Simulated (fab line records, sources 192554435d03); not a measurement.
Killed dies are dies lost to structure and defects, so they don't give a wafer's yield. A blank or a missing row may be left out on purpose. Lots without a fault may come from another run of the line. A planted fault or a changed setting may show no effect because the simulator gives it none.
A struck lot beside a sound one | flow n5_finfet | 14 steps out of a route of 1938
Sound: wafers L137.1, L137.2, L137.3. Struck: wafers L142.1, L142.6. The cause comes at the end.
At each step with rows: each side's tool, then ch and its chambers, then its first start. Under that, the readings that differ: sound wafers | struck wafers | difference of the means | sigmas: that difference in standard deviations of wafers without a fault.
alike: readings whose means differ by less than 2 such deviations, and words and numbers that are the same on both sides. not compared: withheld readings, readings that some wafer has no value for, bounds like >300 that may hide the same value, and numbers for which the record gives no deviation and whose values overlap.
The two part at a step that has a row with sigmas, a row that says differs or no value, or rows on one side only. Numbers that don't overlap but have no deviation are shown without sigmas and don't part them. A reading that every wafer of one side lacks parts them only if that side has two wafers or more.

N5_BEOL_M7_OVL_MEAS_29:
  sound on overlay-02 ch 0, day 10 00:39; struck on overlay-02 ch 0, day 11 23:40
  alike: V6_OVL
N5_BEOL_M7_INSPECT_30: inspects for defects (brightfield).
  sound on defect_inspect-02, day 10 00:43; struck on defect_inspect-02, day 11 23:43
  alike: raw_defect_count
N5_BEOL_M7_DESCUM_33: chemistry O2, time 7 s.
  sound on rie_diel-03 ch 1,2,3, day 10 00:44; struck on rie_diel-05 ch 1,3, day 11 23:47
  alike: drypump_motor_current_A, oes_product_au, rf_vpp_V, showerhead_plenum_p_Torr, throttle_valve_pct
  not compared: rf_hours_counter_h
N5_BEOL_M7_ETCH_72: etches underlayer in N2/H2, target depth 6.5 nm, time 5.2 s.
  sound on rie_diel-03 ch 1,2,3, day 10 00:46; struck on rie_diel-05 ch 1,3, day 11 23:50
  alike: drypump_motor_current_A, etch_rf_on_time_s, oes_product_au, rf_vpp_V, showerhead_plenum_p_Torr, throttle_valve_pct
  not compared: rf_hours_counter_h
then, 4 steps without rows for these wafers: N5_BEOL_M7_ETCH_65 (etches SiARC in CF4, target depth 15.6 nm, time 26 s); N5_BEOL_M7_ETCH_66 (etches SOC in N2/H2, target depth 80 nm, overetch 16 nm, time 120 s); N5_BEOL_M7_STRIP_69 (strips in N2/H2); N5_BEOL_M7_STRIP_73 (strips in N2/H2).
N5_BEOL_M7_VIA_ETCH_34: etches SiCOH lowk in C4F6/O2, target depth 125.5 nm, time 50.5 s.
  sound on rie_diel-03 ch 1,2,3, day 10 00:55; struck on rie_diel-05 ch 1,3, day 11 23:58
  alike: drypump_motor_current_A, oes_product_au, rf_vpp_V, showerhead_plenum_p_Torr, throttle_valve_pct
  not compared: rf_hours_counter_h
then, 1 step without rows for these wafers: N5_BEOL_M7_STRIP_76 (strips in C4F6/O2).
N5_BEOL_M7_STRIP_36: strips in N2/H2.
  sound on rie_diel-03 ch 1,2,3, day 10 00:58; struck on rie_diel-05 ch 1,3, day 12 00:02
  alike: drypump_motor_current_A, oes_product_au, rf_vpp_V, showerhead_plenum_p_Torr, throttle_valve_pct
  not compared: rf_hours_counter_h
then, 1 step without rows for these wafers: N5_BEOL_M7_TRENCH_ETCH_37 (etches SiCOH lowk in C4F6/O2, target depth 93.478 nm, time 31.2 s).
N5_BEOL_M7_ETCH_41: etches SiCN in CH3F/O2, target depth 31.9 nm, time 57.8 s.
  sound on rie_diel-03 ch 1,2,3, day 10 01:02; struck on rie_diel-05 ch 1,3, day 12 00:06
  reading                  | sound             | struck      | difference | sigmas
  model.etch.depth_nm (nm) | 21.65 21.86 21.15 | 18.51 18.85 | -2.87      |
  alike: drypump_motor_current_A, oes_product_au, rf_vpp_V, showerhead_plenum_p_Torr, throttle_valve_pct
  not compared: rf_hours_counter_h
N5_BEOL_M7_STRIP_80: strips in N2/H2, time 10 s.
  sound on rie_diel-03 ch 1,2,3; struck on rie_diel-05 ch 1,3
  alike: drypump_motor_current_A, oes_product_au, rf_vpp_V, showerhead_plenum_p_Torr, throttle_valve_pct
  not compared: rf_hours_counter_h

WHERE THEY PART
Nowhere in this record.

WHY: what the simulator had put in
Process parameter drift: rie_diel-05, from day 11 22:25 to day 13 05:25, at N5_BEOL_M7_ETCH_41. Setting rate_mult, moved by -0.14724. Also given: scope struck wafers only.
